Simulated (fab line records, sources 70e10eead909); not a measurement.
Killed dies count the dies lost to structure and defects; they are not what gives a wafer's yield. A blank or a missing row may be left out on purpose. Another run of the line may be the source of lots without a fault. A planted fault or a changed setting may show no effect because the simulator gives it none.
Chamber matching -- flow nandHarc -- NHARC_A_SGD_CUT_DEP_00 on pecvd-04: 3 sister chambers
The step deposits SiNx, target thk 50 nm. 6 wafers are shown with their chamber, then 12 later ones without.

## WAFERS, EACH WITH ITS CHAMBER
wafer,chamber,heaterPowerW (W)
L089.4,1,655
L087.3,1,692
L087.5,0,836
L090.2,0,739
L090.3,2,538
L090.4,2,537

## WAFERS WITHOUT THEIR CHAMBER
wafer,heaterPowerW (W)
L095.1,576
L095.3,668
L095.5,824
L097.1,817
L097.4,828
L097.5,615
L097.2,618
L097.3,634
L097.6,635
L096.2,705
L096.5,708
L096.6,601

## CHAMBER TAKEN BY EACH
wafer,from the rows above,in truth
L095.1,can't be placed: 2 or 1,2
L095.3,1,1
L095.5,0,0
L097.1,0,0
L097.4,0,0
L097.5,can't be placed: 1 or 2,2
L097.2,can't be placed: 1 or 2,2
L097.3,can't be placed: 1 or 2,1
L097.6,can't be placed: 1 or 2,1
L096.2,can't be placed: 1 or 0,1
L096.5,can't be placed: 1 or 0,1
L096.6,can't be placed: 2 or 1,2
Correctly placed: 4 of 12. Not placeable from these rows: 8 (in 8, the candidates include the true chamber). Number placed wrongly: 0.
How it was worked out, from the rows above alone: a wafer's distance from a chamber is the root of the sum, over the readings, of the square of ((its reading less the chamber's mean) divided by the reading's scatter). The wafer belongs to the nearest chamber; if the next one is less than 2 further off, it can't be placed. Each chamber's mean is taken over the wafers shown for it. The scatter is the square root of a quotient: the sum, over the shown wafers, of each reading's squared deviation from its chamber's mean, divided by wafers minus chambers.
